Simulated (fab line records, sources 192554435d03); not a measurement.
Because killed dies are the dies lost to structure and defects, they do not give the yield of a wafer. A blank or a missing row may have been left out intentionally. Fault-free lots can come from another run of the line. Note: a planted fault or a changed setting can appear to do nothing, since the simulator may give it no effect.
Check of tool commonality + flow n5_finfet + Sample size 8 lots and 23 wafers

REASON IT WAS OPENED
At N5_BEOL_M8_OCD_MEAS_38 the reading trench_depth_nm is flagged on 1 of 8 lots. Fault-free wafers read 93.8 nm, with a standard deviation of 1.9.
Rule: flag the lot when none of its wafers has a number, or when each of its wafers that has one lies beyond 4 standard deviations from that mean. All remaining lots are regarded as sound.

| lot  | measured     | on     | trench_depth_nm (nm), wafer by wafer | flag    |
|------|--------------|--------|--------------------------------------|---------|
| L307 | day 13 20:08 | ocd-01 | 92.7 92.6 89.9                       |         |
| L305 | day 13 21:34 | ocd-02 | 94.4 92.4 94.2                       |         |
| L309 | day 14 06:58 | ocd-01 | 94.0 92.3 94.2                       |         |
| L315 | day 15 22:47 | ocd-02 | 139.6 144.3 140.5                    | FLAGGED |
| L324 | day 18 05:39 | ocd-01 | 93.8 94.8                            |         |
| L325 | day 18 11:43 | ocd-02 | 94.1 98.2 92.9                       |         |
| L327 | day 18 19:38 | ocd-02 | 94.7 93.4 93.3                       |         |
| L328 | day 19 05:53 | ocd-02 | 94.7 91.9 95.4                       |         |
On average the flagged lots' numbers are 141.5 nm, which is +47.7 nm against the usual, or +25 standard deviations.

WHICH TOOL EACH LOT WENT THROUGH
3 process steps preceding the reading are held in the record, out of 1938 steps in the route. In each cell: the tool, then ch and the chambers that the sampled wafers went through, then the start.
| lot  | flag    | N5_BEOL_M8_DESCUM_33               | N5_BEOL_M8_TRENCH_ETCH_37          | N5_BEOL_M8_STRIP_80                           |
|------|---------|------------------------------------|------------------------------------|-----------------------------------------------|
| L307 |         | rie_diel-01 ch 0,2,3, day 13 19:43 | rie_diel-01 ch 0,2,3, day 13 19:59 | rie_diel-01 ch 0,2,3, day 13 20:08 or earlier |
| L305 |         | rie_diel-01 ch 0,1, day 13 21:08   | rie_diel-01 ch 0,1, day 13 21:25   | rie_diel-01 ch 0,1, day 13 21:34 or earlier   |
| L309 |         | rie_diel-05 ch 0,2, day 14 06:31   | rie_diel-05 ch 0,2, day 14 06:48   | rie_diel-05 ch 0,2, day 14 06:58 or earlier   |
| L315 | FLAGGED | rie_diel-01 ch 0,1, day 15 22:21   | rie_diel-01 ch 0,1, day 15 22:37   | rie_diel-01 ch 0,1, day 15 22:47 or earlier   |
| L324 |         | rie_diel-05 ch 0,3, day 18 05:13   | rie_diel-05 ch 0,3, day 18 05:29   | rie_diel-05 ch 0,3, day 18 05:39 or earlier   |
| L325 |         | rie_diel-04 ch 0,2,3, day 18 11:17 | rie_diel-04 ch 0,2,3, day 18 11:34 | rie_diel-04 ch 0,2,3, day 18 11:43 or earlier |
| L327 |         | rie_diel-05 ch 0,1,3, day 18 19:12 | rie_diel-05 ch 0,1,3, day 18 19:28 | rie_diel-05 ch 0,1,3, day 18 19:38 or earlier |
| L328 |         | rie_diel-05 ch 1,2,3, day 19 05:26 | rie_diel-05 ch 1,2,3, day 19 05:43 | rie_diel-05 ch 1,2,3, day 19 05:53 or earlier |
What is done by these steps:
- N5_BEOL_M8_DESCUM_33: chemistry O2, time 7 s.
- N5_BEOL_M8_TRENCH_ETCH_37: etches SiCOH lowk in C4F6/O2, target depth 93.478 nm, time 31.2 s.
- N5_BEOL_M8_STRIP_80: strips in N2/H2, time 10 s.
- N5_BEOL_M8_OCD_MEAS_38

FLAGGED AGAINST TOTAL, ONE TOOL AT A TIME (gauges that did the reading follow at the end)
| step                      | tool        | lots run | flagged | share of the flagged lots | sound lots run after its first flagged lot |
|---------------------------|-------------|----------|---------|---------------------------|--------------------------------------------|
| N5_BEOL_M8_DESCUM_33      | rie_diel-01 | 3        | 1       | all                       | 0                                          |
| N5_BEOL_M8_DESCUM_33      | rie_diel-04 | 1        | 0       | none                      | -                                          |
| N5_BEOL_M8_DESCUM_33      | rie_diel-05 | 4        | 0       | none                      | -                                          |
| N5_BEOL_M8_TRENCH_ETCH_37 | rie_diel-01 | 3        | 1       | all                       | 0                                          |
| N5_BEOL_M8_TRENCH_ETCH_37 | rie_diel-04 | 1        | 0       | none                      | -                                          |
| N5_BEOL_M8_TRENCH_ETCH_37 | rie_diel-05 | 4        | 0       | none                      | -                                          |
| N5_BEOL_M8_STRIP_80       | rie_diel-01 | 3        | 1       | all                       | 0                                          |
| N5_BEOL_M8_STRIP_80       | rie_diel-04 | 1        | 0       | none                      | -                                          |
| N5_BEOL_M8_STRIP_80       | rie_diel-05 | 4        | 0       | none                      | -                                          |
| N5_BEOL_M8_OCD_MEAS_38    | ocd-01      | 3        | 0       | none                      | -                                          |
| N5_BEOL_M8_OCD_MEAS_38    | ocd-02      | 5        | 1       | all                       | 3 (L325,L327,L328)                         |
N5_BEOL_M8_STRIP_80: start missing for some lots; hours and lot order therefore follow N5_BEOL_M8_OCD_MEAS_38.

THE TABLE: WHAT IT ALLOWS
4 rows of the table ran every flagged lot: rie_diel-01 at N5_BEOL_M8_DESCUM_33, rie_diel-01 at N5_BEOL_M8_TRENCH_ETCH_37, rie_diel-01 at N5_BEOL_M8_STRIP_80, ocd-02 at N5_BEOL_M8_OCD_MEAS_38.
- rie_diel-01 at N5_BEOL_M8_DESCUM_33 ran 3 lots, 1 of them flagged. A fault beginning between L305 (day 13 21:08), its last sound lot, and L315 (day 15 22:21), its first flagged one, fits the data.
- rie_diel-01 at N5_BEOL_M8_TRENCH_ETCH_37 ran 3 lots, 1 of them flagged. A fault beginning between L305 (day 13 21:25), its last sound lot, and L315 (day 15 22:37), its first flagged one, fits the data.
- rie_diel-01 at N5_BEOL_M8_STRIP_80 ran 3 lots, 1 of them flagged. A fault beginning between L305 (day 13 21:34), its last sound lot, and L315 (day 15 22:47), its first flagged one, fits the data.
- ocd-02 at N5_BEOL_M8_OCD_MEAS_38 ran 5 lots, 1 of them flagged. Sound lots followed the first flagged one (L325, L327, L328) on it, something a lasting fault affecting the whole tool could not allow.
What remains is a single tool, rie_diel-01 at N5_BEOL_M8_DESCUM_33 and N5_BEOL_M8_TRENCH_ETCH_37 and N5_BEOL_M8_STRIP_80.

WHAT THE SIMULATOR HAD PUT IN
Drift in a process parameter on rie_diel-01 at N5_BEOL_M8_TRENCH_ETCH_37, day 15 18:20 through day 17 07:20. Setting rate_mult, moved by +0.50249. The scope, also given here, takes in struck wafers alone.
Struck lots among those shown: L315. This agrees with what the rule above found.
